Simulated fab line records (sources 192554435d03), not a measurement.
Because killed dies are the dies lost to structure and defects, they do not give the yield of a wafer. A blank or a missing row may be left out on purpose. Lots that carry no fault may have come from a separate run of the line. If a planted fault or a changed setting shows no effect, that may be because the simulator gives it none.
A lot that was struck, set against a sound lot :: flow n5 finfet :: 36 steps out of a route of 1938
Sound: wafers L598.3, L598.4, L598.6. Struck: wafers L605.3, L605.4, L605.6. The cause comes at the end.
Order at every step that has rows: each side's tool, ch and its chambers, its first start. Under that, the readings that differ: sound wafers :: struck wafers :: difference of the means :: sigmas: that difference in standard deviations of wafers without a fault.
alike: readings with means less than 2 such deviations apart, plus words and numbers identical on both sides. not compared: withheld readings, readings lacking a value on some wafer, bounds such as >300 that could conceal the same value, and numbers that have no deviation in the record and whose values overlap.
Wherever a step has rows on one side only, a row that says differs or no value, or a row with sigmas, the two part there. Non-overlapping numbers with no deviation appear without sigmas and do not part them. A reading missing from all wafers of one side parts the sides only when that side holds two or more wafers.

first, 8 steps without rows for these wafers: N5_BEOL_M4_SPUTTER_96 (material Cu, target thk 4.5 nm, time 8.29 s); N5_BEOL_M4_ECD_50 (material Cu, target thk 300 nm); N5_BEOL_M4_ANNEAL_51 (time 90 s); N5_BEOL_M4_CMP_52 (polishes, stops on SiOC, t overpolish 6.8 s, target thk 40 nm); N5_BEOL_M4_PRE_CLEAN_60 (time 15 s); N5_BEOL_M4_CO_CAP_55 (material Co, precursor CCTBA/H2, target thk 2 nm, time 102.1 s); N5_BEOL_M4_PRE_CLEAN_56 (time 15 s); N5_BEOL_M4_DEP_57 (deposits SiCN from 3MS/NH3, target thk 8 nm, time 14 s).
N5_BEOL_M5_ILD_DEP_00: deposits SiCOH lowk from DEMS/porogen, target thk 140.64 nm, time 25.9 s.
  sound on pecvd-02 ch 0,1,2, day 9 04:05; struck on pecvd-02 ch 0,2, day 10 21:42
reading: susceptor temp C (C)
sound: 300.04 300.18 300.55
struck: 289.85 289.94 289.94
difference: -10.35
sigmas: -65

reading: model.SiCOH_lowk_of_BEOL_M5_ILD_DEP_00.thk nm (nm)
sound: 138.6 141.6 141.6
struck: 147.4 149.4 148.4
difference: +7.8
sigmas: 
  alike: heater power w, showerhead plenum p Torr, throttle valve pct
then, 1 step without rows for these wafers: N5_BEOL_M5_CURE_79 (cures SiCOH lowk, time 240 s).
N5_BEOL_M5_THK_MEAS_01:
  sound on film metro-01 at day 9 04:39; struck on film metro-02 at day 10 22:24
reading: M5_ILD_THK (nm)
sound: 119.4 121.9 121.8
struck: 126.7 128.5 127.7
difference: +6.6
sigmas: +5
then, 23 steps without rows for these wafers: N5_BEOL_M5_PECVD_70 (deposits SiO2 from TEOS/O2, target thk 16 nm, time 18 s); N5_BEOL_M5_HM_DEP_02 (deposits TiN, target thk 20 nm); N5_BEOL_M5_COAT_59 (time 60 s, resist thk 60 nm); N5_BEOL_M5_COAT_60 (time 60 s, resist thk 12 nm); N5_BEOL_M5_COAT_71 (time 60 s, resist thk 5 nm); N5_BEOL_M5_COAT_05 (resist thk 30 nm); N5_BEOL_M5_EBR_07; N5_BEOL_M5_SOFTBAKE_06 (time 60 s); N5_BEOL_M5_EXPOSE_08 (exposes mask M5, target cd 28 nm); N5_BEOL_M5_PEB_09 (peb time 60 s); N5_BEOL_M5_DEVELOP_10 (develop time 30 s); N5_BEOL_M5_DESCUM_16 (chemistry O2, time 7 s); N5_BEOL_M5_ETCH_72 (etches underlayer in N2/H2, target depth 6.5 nm, time 5.2 s); N5_BEOL_M5_ETCH_61 (etches SiARC in CF4, target depth 15.6 nm, time 26 s); N5_BEOL_M5_ETCH_62 (etches SOC in N2/H2, target depth 75 nm, overetch 15 nm, time 112.5 s); N5_BEOL_M5_STRIP_63 (strips in N2/H2); N5_BEOL_M5_STRIP_73 (strips in N2/H2); N5_BEOL_M5_STRIP_64 (strips in CF4); N5_BEOL_M5_HM_OPEN_17 (chemistry Cl2/BCl3, target TiN, target depth 20 nm, overetch 6 nm); N5_BEOL_M5_STRIP_19 (strips in O2); N5_BEOL_M5_COAT_65 (time 60 s, resist thk 60 nm); N5_BEOL_M5_COAT_66 (time 60 s, resist thk 12 nm); N5_BEOL_M5_COAT_74 (time 60 s, resist thk 5 nm).
N5_BEOL_M5_CMP_52: polishes, stops on SiCOH lowk, t overpolish 6.9 s, target thk 62 nm.
  sound on cmp-03 ch 0,1,3, day 9 14:35; struck on cmp-02 ch 0,1,2, day 11 11:09
reading: model.SiCOH_lowk_of_BEOL_M5_ILD_DEP_00.thk nm (nm)
sound: 116.2 118.8 118.8
struck: 123.8 125.6 124.6
difference: +6.7
sigmas: 
  alike: clearing platen down force psi, motor current A, platen rpm
N5_PASSIVATION_PROBE_49:
  the record has rows for the sound wafers here (prober-01, day 13 08:56) and none for the struck ones

WHERE THEY PART
Earliest at N5_BEOL_M5_ILD_DEP_00; latest, in this record, at N5_PASSIVATION_PROBE_49.

WHY: what the simulator had put in
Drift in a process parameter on pecvd-02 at N5_BEOL_M5_ILD_DEP_00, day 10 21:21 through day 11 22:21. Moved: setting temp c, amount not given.
